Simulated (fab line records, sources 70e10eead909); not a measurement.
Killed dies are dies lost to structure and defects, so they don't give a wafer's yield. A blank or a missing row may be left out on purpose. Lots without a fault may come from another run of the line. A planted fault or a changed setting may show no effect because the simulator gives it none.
A struck lot beside a sound one | flow nand_harc | 15 steps out of a route of 1159
Sound: wafers L399.2, L399.4, L399.6. Struck: wafer L410.6. (L410.4 of the same lot was not struck and is left out.) The cause comes at the end.
At each step with rows: each side's tool, then ch and its chambers, then its first start. Under that, the readings that differ: sound wafers | struck wafers | difference of the means | sigmas: that difference in standard deviations of wafers without a fault.
alike: readings whose means differ by less than 2 such deviations, and words and numbers that are the same on both sides. not compared: withheld readings, readings that some wafer has no value for, bounds like >300 that may hide the same value, and numbers for which the record gives no deviation and whose values overlap.
The two part at a step that has a row with sigmas, a row that says differs or no value, or rows on one side only. Numbers that don't overlap but have no deviation are shown without sigmas and don't part them. A reading that every wafer of one side lacks parts them only if that side has two wafers or more.

first, 7 steps without rows for these wafers: NHARC_A_BONDPAD_COAT_33 (time 65 s); NHARC_A_BONDPAD_COAT_03 (resist thk 600 nm); NHARC_A_BONDPAD_SOFTBAKE_04 (time 70 s); NHARC_A_BONDPAD_EBR_05; NHARC_A_BONDPAD_EXPOSE_06 (exposes mask A BPAD); NHARC_A_BONDPAD_PEB_07 (peb time 80 s); NHARC_A_BONDPAD_DEVELOP_08 (time 50 s).
NHARC_A_BONDPAD_CD_MEAS_09: target cd 500 nm.
  sound on cd_sem-02 ch 0, day 18 14:09; struck on cd_sem-01 ch 0, day 21 08:38
  alike: cd_nm
NHARC_A_BONDPAD_OVL_MEAS_35:
  sound on overlay-01, day 18 14:14; struck on overlay-01, day 21 08:43
  alike: overlay_x_nm, overlay_y_nm
then, 1 step without rows for these wafers: NHARC_A_BONDPAD_HARDBAKE_10 (time 65 s).
NHARC_A_BONDPAD_DESCUM_11: chemistry O2, time 3 s.
  sound on rie_diel-03 ch 0,2, day 18 14:22; struck on rie_diel-03 ch 3, day 21 08:51
  alike: drypump_motor_current_A, oes_product_au, rf_vpp_V, showerhead_plenum_p_Torr, throttle_valve_pct
  not compared: rf_hours_counter_h
NHARC_A_BONDPAD_ETCH_34: etches the open film in N2/H2, target depth 60 nm, overetch 18 nm, time 65.91 s.
  sound on rie_diel-03 ch 0,1,3, day 18 14:28; struck on rie_diel-03 ch 1, day 21 08:57
  alike: drypump_motor_current_A, oes_product_au, rf_vpp_V, run_length_s, showerhead_plenum_p_Torr, throttle_valve_pct
  not compared: rf_hours_counter_h
NHARC_A_BONDPAD_ETCH_12: etches the open film in CHF3/O2, target depth 220 nm, time 110 s.
  sound on rie_diel-03 ch 0,3, day 18 14:33; struck on rie_diel-03 ch 2, day 21 09:02
  reading          | sound             | struck | difference | sigmas
  run_length_s (s) | 131.0 131.0 131.6 | 116.4  | -14.8      | -41
  alike: drypump_motor_current_A, oes_product_au, rf_vpp_V, showerhead_plenum_p_Torr, throttle_valve_pct
  not compared: rf_hours_counter_h
NHARC_A_BONDPAD_CD_MEAS_13:
  sound on cd_sem-01, day 18 14:41; struck on cd_sem-02, day 21 09:10
  alike: cd_nm
-- the record jumps here: 5 days lie between the struck wafers' starts before and after (it left off in module A_BONDPAD and takes up again in module END, whose first step shown is number 1159 of the route) --
NHARC_END_SORT_01:
  the record has rows for the struck wafers here (prober-02 ch 0, day 25 22:42) and none for the sound ones

WHERE THEY PART
First at NHARC_A_BONDPAD_ETCH_12; last, within this record, at NHARC_END_SORT_01.

WHY: what the simulator had put in
Process parameter drift: rie_diel-03, from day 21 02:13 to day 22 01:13, at NHARC_A_BONDPAD_ETCH_12. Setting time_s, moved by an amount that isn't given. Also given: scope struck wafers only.
